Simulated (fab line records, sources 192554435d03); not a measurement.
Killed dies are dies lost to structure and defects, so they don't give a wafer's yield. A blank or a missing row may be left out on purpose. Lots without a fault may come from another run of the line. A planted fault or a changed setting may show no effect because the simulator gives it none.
Chamber matching | flow n5_finfet | N5_BEOL_M1_DEP_57 on pecvd-02: 3 sister chambers
The step deposits SiCN from 3MS/NH3, target thk 8 nm, time 14 s. 16 wafers are shown with their chamber, then 8 later ones without.

WAFERS WITH THEIR CHAMBER
wafer  | chamber | throttle_valve_pct (%) | showerhead_plenum_p_Torr (Torr)
L077.2 | 2       | 9.1                    | 3.682
L077.5 | 0       | 9.8                    | 3.649
L077.6 | 1       | 9.2                    | 3.674
L081.1 | 0       | 9.8                    | 3.660
L081.4 | 2       | 9.1                    | 3.679
L081.6 | 0       | 10.0                   | 3.645
L087.1 | 2       | 9.5                    | 3.674
L087.2 | 1       | 9.4                    | 3.679
L087.3 | 0       | 9.7                    | 3.650
L087.4 | 0       | 9.9                    | 3.657
L087.5 | 1       | 9.0                    | 3.677
L087.6 | 2       | 9.1                    | 3.656
L089.1 | 0       | 10.0                   | 3.658
L089.2 | 2       | 9.1                    | 3.677
L089.5 | 1       | 9.1                    | 3.688
L095.2 | 1       | 8.9                    | 3.686

SIGNATURES (means of the wafers above)
reading                  | chamber 0 | chamber 1 | chamber 2 | scatter within a chamber
throttle_valve_pct       | 9.867     | 9.120     | 9.180     | 0.164
showerhead_plenum_p_Torr | 3.65317   | 3.68080   | 3.67360   | 0.00756
Rule: a wafer's distance from a chamber is the root of the sum, over the readings, of the square of ((its reading less the chamber's mean) divided by the reading's scatter). The wafer belongs to the nearest chamber; if the next one is less than 2 further off, it can't be placed. The scatter: the root of (the sum of the squares of (reading less its chamber's mean) over the shown wafers, divided by (wafers less chambers)).

WAFERS WITHOUT THEIR CHAMBER
wafer  | throttle_valve_pct (%) | showerhead_plenum_p_Torr (Torr)
L095.3 | 9.4                    | 3.680
L095.4 | 9.4                    | 3.662
L093.1 | 9.4                    | 3.684
L093.4 | 9.4                    | 3.684
L093.5 | 9.2                    | 3.672
L097.1 | 9.3                    | 3.678
L097.5 | 9.1                    | 3.681
L097.6 | 9.0                    | 3.684

WHICH CHAMBER EACH WENT THROUGH
wafer  | from the rows above          | in truth
L095.3 | can't be placed: 2 or 1      | 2
L095.4 | can't be placed: 2 or 1 or 0 | 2
L093.1 | can't be placed: 1 or 2      | 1
L093.4 | can't be placed: 1 or 2      | 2
L093.5 | can't be placed: 2 or 1      | 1
L097.1 | can't be placed: 2 or 1      | 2
L097.5 | can't be placed: 1 or 2      | 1
L097.6 | can't be placed: 1 or 2      | 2
Placed correctly: 0 of 8. Can't be placed from these rows: 8 (the true chamber is among the candidates in 8). Placed wrongly: 0.
